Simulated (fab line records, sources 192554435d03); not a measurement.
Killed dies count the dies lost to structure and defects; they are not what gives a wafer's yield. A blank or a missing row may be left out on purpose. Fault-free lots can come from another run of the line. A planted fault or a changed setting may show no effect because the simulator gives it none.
fab line records	flow n5Finfet
record: lots: 11	wafers: 32	lastDay: 19
route steps=1938 shown BEOL_M14@1768 BEOL_M15@1773 PASSIVATION@1931
lots that met no fault: taken from a fault-free run of the same line
startH: hours from the record's first day to the start of the lot's first wafer shown	waitH: hours since the lot's step before	" same as the row above	L1.1+2: a single row standing in for several wafers	- value missing, or start not given	* or withheld: withheld	< > ~ a bound
route shown NAME@n: names a module that has steps shown in the file, with the first one's number in the route	usual: mean/standard deviation of fault-free wafers	same: alike in all rows	chamber/n: place in a boat	sites: each site's reading	_std_site: the standard deviation of these	_edge_site: outer sites' mean less inner sites'	radiusMm: for every site, how far away it sits from the centre of the wafer	mask NAME#n: copy n	behind: tool/chamber where the wafer was last shaped	hold: the reason the lot was held/the length of the hold in hours/how it ended	device: whichever transistor did not switch (one of n, p or np)	end of line: the tests these same wafers got at the end of their route	for a step that has no rows: nothing shown but its recipe	killed: dies lost to structure and defects at the first sort, not the wafer's yield	map: a wafer's dies, marking killed ones x, the rest . and places with no die _
set.NAME: setting as actually run; set.NAME@STEP: the setting as run at that earlier step	model.NAME: the simulator's own value behind a step, which no gauge read
a sample of lots followed through the steps of the route, with each step as a table and each wafer as a row
services: when a tool's chamber went out of use (startH, in hours from the record's first day, below 0 if earlier), for how many hours, and the reason
== steps ==
step: N5_BEOL_M14_THK_MEAS_50
recipe: thkMeasGauge: xrf	reads: Cu_of_BEOL_M14_ECD_47
usual: M14_THK: 559/15
lot.wafer	tool	chamber	startH	waitH	M14_THK[nm]
L190.2	filmMetro-02	-	286.32	-	529
L190.5	"	-	"	"	562
L190.6	"	-	"	"	574
L194.1	filmMetro-01	-	293.86	-	536
L194.2	"	-	"	"	552
L194.6	"	-	"	"	554
L192.2	filmMetro-01	-	309.98	-	570
L192.4	"	-	"	"	525
L192.6	"	-	"	"	559
L198.3	filmMetro-01	-	353.29	-	580
L198.5	"	-	"	"	578
L199.2	filmMetro-01	-	355.16	-	572
L199.3	"	-	"	"	560
L199.4	"	-	"	"	555
L207.1	filmMetro-01	-	384.29	-	569
L207.2	"	-	"	"	560
L207.4	"	-	"	"	537
L205.1	filmMetro-02	-	395.40	-	555
L205.5	"	-	"	"	571
L205.6	"	-	"	"	554
L208.1	filmMetro-02	-	402.25	-	578
L208.3	"	-	"	"	580
L208.5	"	-	"	"	560
L211.1	filmMetro-01	-	422.00	-	556
L211.4	"	-	"	"	573
L211.5	"	-	"	"	554
L212.2	filmMetro-02	-	422.41	-	552
L212.3	"	-	"	"	572
L212.6	"	-	"	"	553
L213.3	filmMetro-02	-	428.95	-	564
L213.4	"	-	"	"	577
L213.5	"	-	"	"	564
step: N5_BEOL_M14_DEP_53
recipe: material: SiCN	targetThkA: 500	tempC: withheld	precursor: 3MS/NH3	pressureTorr: 3	rfW: 675	timeS: 17.8
usual: showerheadPlenumPTorr: 4.168/0.019	throttleValvePct: 18.0/0.64
lot.wafer	tool	chamber	startH	waitH	showerheadPlenumPTorr	throttleValvePct
L190.2	pecvd-01	2	286.38	0.0	4.189	16.5
L190.5	"	1	"	"	4.167	18.3
L190.6	"	0	"	"	4.180	18.9
L194.1	pecvd-04	2	293.92	0.0	4.145	17.5
L194.2	"	0	"	"	4.152	18.0
L194.6	"	1	"	"	4.200	18.3
L192.2	pecvd-03	1	310.06	0.0	4.169	18.4
L192.4	"	1	"	"	4.162	18.4
L192.6	"	2	"	"	4.146	17.5
L198.3	pecvd-04	1	353.35	0.0	4.197	18.3
L198.5	"	0	"	"	4.144	18.0
L199.2	pecvd-04	0	355.22	0.0	4.152	18.2
L199.3	"	2	"	"	4.162	17.0
L199.4	"	2	"	"	4.149	17.4
L207.1	pecvd-03	1	384.36	0.0	4.151	18.3
L207.2	"	2	"	"	4.147	17.4
L207.4	"	0	"	"	4.152	18.5
L205.1	pecvd-03	0	395.46	0.0	4.142	18.4
L205.5	"	0	"	"	4.153	18.4
L205.6	"	1	"	"	4.166	18.3
L208.1	pecvd-03	1	402.31	0.0	4.159	18.1
L208.3	"	2	"	"	4.148	17.5
L208.5	"	0	"	"	4.155	18.5
L211.1	pecvd-01	1	422.07	0.0	4.178	18.5
L211.4	"	0	"	"	4.189	18.8
L211.5	"	2	"	"	4.195	16.9
L212.2	pecvd-01	0	422.47	0.0	4.184	19.2
L212.3	"	2	"	"	4.190	16.9
L212.6	"	2	"	"	4.203	17.2
L213.3	pecvd-03	1	429.01	0.0	4.165	17.9
L213.4	"	2	"	"	4.149	17.5
L213.5	"	0	"	"	4.164	18.8
step: N5_BEOL_M15_ILD_DEP_00
recipe: material: SiO2	targetThkA: 16293	tempC: 400	precursor: TEOS/O2	pressureTorr: 6.5	rfW: 900	teosFlowSccm: 161.4	gas: O2	flowSccm: 2650	timeS: 346.1
usual: heaterPowerW: 505/100	showerheadPlenumPTorr: 8.35/0.035	throttleValvePct: 18.8/0.87
lot.wafer	tool	chamber	startH	waitH	heaterPowerW	showerheadPlenumPTorr	throttleValvePct
L190.2	pecvd-02	1	286.51	0.0	441	8.36	20.1
L190.5	"	1	"	"	519	8.35	20.1
L190.6	"	2	"	"	547	8.33	18.5
L194.1	pecvd-01	2	294.05	0.0	616	8.40	17.3
L194.2	"	1	"	"	512	8.37	18.9
L194.6	"	1	"	"	574	8.38	18.9
L192.2	pecvd-04	1	310.20	0.0	535	8.41	18.9
L192.4	"	0	"	"	366	8.35	18.8
L192.6	"	2	"	"	476	8.33	18.0
L198.3	pecvd-02	0	353.48	0.0	555	8.28	19.5
L198.5	"	1	"	"	423	8.34	20.3
L199.2	pecvd-01	1	355.35	0.0	517	8.38	19.2
L199.3	"	2	"	"	606	8.38	17.2
L199.4	"	2	"	"	485	8.39	17.6
L207.1	pecvd-04	0	384.49	0.0	500	8.31	18.9
L207.2	"	2	"	"	479	8.32	18.2
L207.4	"	0	"	"	366	8.32	18.8
L205.1	pecvd-04	2	395.59	0.0	430	8.34	18.2
L205.5	"	2	"	"	366	8.31	17.9
L205.6	"	0	"	"	357	8.32	18.6
L208.1	pecvd-04	0	402.44	0.0	489	8.31	18.5
L208.3	"	0	"	"	367	8.34	18.6
L208.5	"	0	"	"	453	8.30	18.6
L211.1	pecvd-04	2	422.20	0.0	481	8.34	17.9
L211.4	"	0	"	"	483	8.32	18.6
L211.5	"	2	"	"	369	8.33	17.9
L212.2	pecvd-02	2	422.60	0.0	552	8.33	18.9
L212.3	"	0	"	"	600	8.28	19.6
L212.6	"	2	"	"	399	8.32	18.7
L213.3	pecvd-04	0	429.14	0.0	483	8.33	18.8
L213.4	"	1	"	"	469	8.40	16.8
L213.5	"	2	"	"	463	8.34	18.2
step: N5_PASSIVATION_STRIP_48
recipe: chemistry: O2	powerW: 600	tempC: 60	pressureMtorr: 30	rfFrequencyHz: 6e+07	biasPowerW: 0	overashFraction: 0.5	o2FlowSccm: 225
usual: drypumpMotorCurrentA: 5.8/0.45	oesProductAu: 0.86/0.091	rfVppV: 3.6/2.3	showerheadPlenumPTorr: 2.13/0.077	tempC: 60.00/0.11	throttleValvePct: 16.55/0.23
lot.wafer	tool	chamber	startH	waitH	drypumpMotorCurrentA	oesProductAu	rfHoursCounterH	rfVppV	showerheadPlenumPTorr	tempC	throttleValvePct
L190.2	rieDiel-04	0	314.69	0.1	5.6	0.71	135	3.9	2.02	59.92	16.39
L190.5	"	3	"	"	5.7	0.91	-	1.5	2.15	59.87	16.71
L190.6	"	0	"	"	5.7	0.77	-	1.0	2.01	60.07	16.39
L194.1	rieDiel-02	2	320.30	0.1	6.4	0.79	121	4.7	2.21	60.04	16.69
L194.2	"	0	"	"	5.8	0.89	30	0	2.23	59.95	16.33
L194.6	"	0	"	"	5.8	0.95	-	0	2.23	60.02	16.35
L192.2	rieDiel-02	3	345.08	0.3	4.9	0.91	22	3.6	2.04	60.11	16.24
L192.4	"	3	"	"	4.9	0.93	-	3.3	2.04	59.98	16.26
L192.6	"	3	"	"	4.9	0.89	-	5.4	2.04	60.19	16.36
L198.3	rieDiel-02	0	368.88	0.1	5.7	0.88	59	3.8	2.22	59.50	16.41
L198.5	"	2	"	"	6.4	0.74	-	5.2	2.21	59.42	16.73
L199.2	rieDiel-02	1	373.20	0.1	5.8	0.95	9	2.6	2.15	59.41	16.44
L199.3	"	3	"	"	4.9	0.91	36	4.0	2.03	59.30	16.30
L199.4	"	2	"	"	6.4	0.77	138	0.4	2.21	59.43	16.67
L207.1	rieDiel-05	0	406.65	0.1	5.6	0.94	26	0	2.06	60.04	16.74
L207.2	"	2	"	"	5.6	0.91	19	4.9	2.17	60.04	16.26
L207.4	"	3	"	"	6.1	0.71	248	1.2	2.05	60.14	16.93
L205.1	rieDiel-05	0	415.65	0.1	5.5	0.92	29	1.2	2.06	59.86	16.79
L205.5	"	2	"	"	5.5	0.90	-	5.0	2.17	59.96	16.29
L205.6	"	1	"	"	6.5	0.85	-	5.1	2.20	59.95	16.65
L208.1	rieDiel-04	1	425.45	0.1	5.3	0.89	37	0.0	2.16	59.97	16.90
L208.3	"	2	"	"	6.1	0.94	20	5.1	2.23	60.03	16.25
L208.5	"	3	"	"	5.8	0.88	-	3.3	2.14	59.86	16.90
L211.1	rieDiel-05	2	441.21	0.1	5.6	0.89	36	1.2	2.16	60.02	16.31
L211.4	"	1	"	"	6.5	0.82	70	3.3	2.20	60.05	16.61
L211.5	"	2	"	"	5.6	0.89	-	0.6	2.16	60.08	16.32
L212.2	rieDiel-05	3	442.65	0.1	6.1	0.99	2	7.7	2.05	60.02	16.37
L212.3	"	1	"	"	6.5	0.83	71	8.7	2.20	60.00	16.52
L212.6	"	3	"	"	6.1	0.96	-	1.3	2.05	60.18	16.37
L213.3	rieDiel-02	1	446.26	0.1	5.8	0.89	29	3.1	2.14	59.93	16.58
L213.4	"	3	"	"	4.9	0.85	64	4.5	2.02	60.07	16.34
L213.5	"	0	"	"	5.8	0.81	-	2.5	2.21	59.76	16.45
== services ==
tool	chamber	startH	hours	kind
rieDiel-02	-	268.92	2.8	pm
pecvd-02	1	291.84	19.8	repair
rieDiel-05	2	293.30	10.5	repair
rieDiel-05	-	300.33	0.8	repair
rieDiel-02	0	304.01	13.7	repair
pecvd-03	0	308.66	4.7	repair
rieDiel-04	-	328.22	20.3	repair
rieDiel-02	2	329.23	17.8	repair
rieDiel-05	-	333.67	14.6	pm
pecvd-03	-	337.93	0.8	pm
pecvd-01	-	353.31	0.8	repair
rieDiel-05	0	359.71	4.8	repair
rieDiel-04	3	360.47	4.1	repair
rieDiel-02	1	377.18	19.5	repair
pecvd-03	-	387.26	2.8	pm
pecvd-02	0	388.25	6.3	repair
pecvd-03	-	391.91	1.8	repair
pecvd-02	-	404.61	0.9	repair
pecvd-01	-	409.82	2.8	pm
rieDiel-02	3	410.07	7.9	repair
pecvd-02	-	416.50	0.8	repair
rieDiel-05	0	420.52	6.9	repair
rieDiel-05	3	444.39	2.5	repair
rieDiel-05	2	444.75	4.2	repair
== key ==
firstSign: step: N5_PASSIVATION_STRIP_48	reading: tempC	direction: down	sigmas: 5.1	usual: *	struck: *
effect none on later readings
metAt N5_PASSIVATION_STRIP_48
struckLots L198,L199
notActingAt N5_BEOL_M14_THK_MEAS_50,N5_BEOL_M14_DEP_53,N5_BEOL_M15_ILD_DEP_00
onsetBetween 345.08 368.88
fault: kind: processParameterDrift	tool: rieDiel-02	chamber: -	onsetH: 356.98	steps: N5_PASSIVATION_STRIP_48	channel: tempC	offset: *	shape: step	endH: 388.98	actsIn: *	stated: *
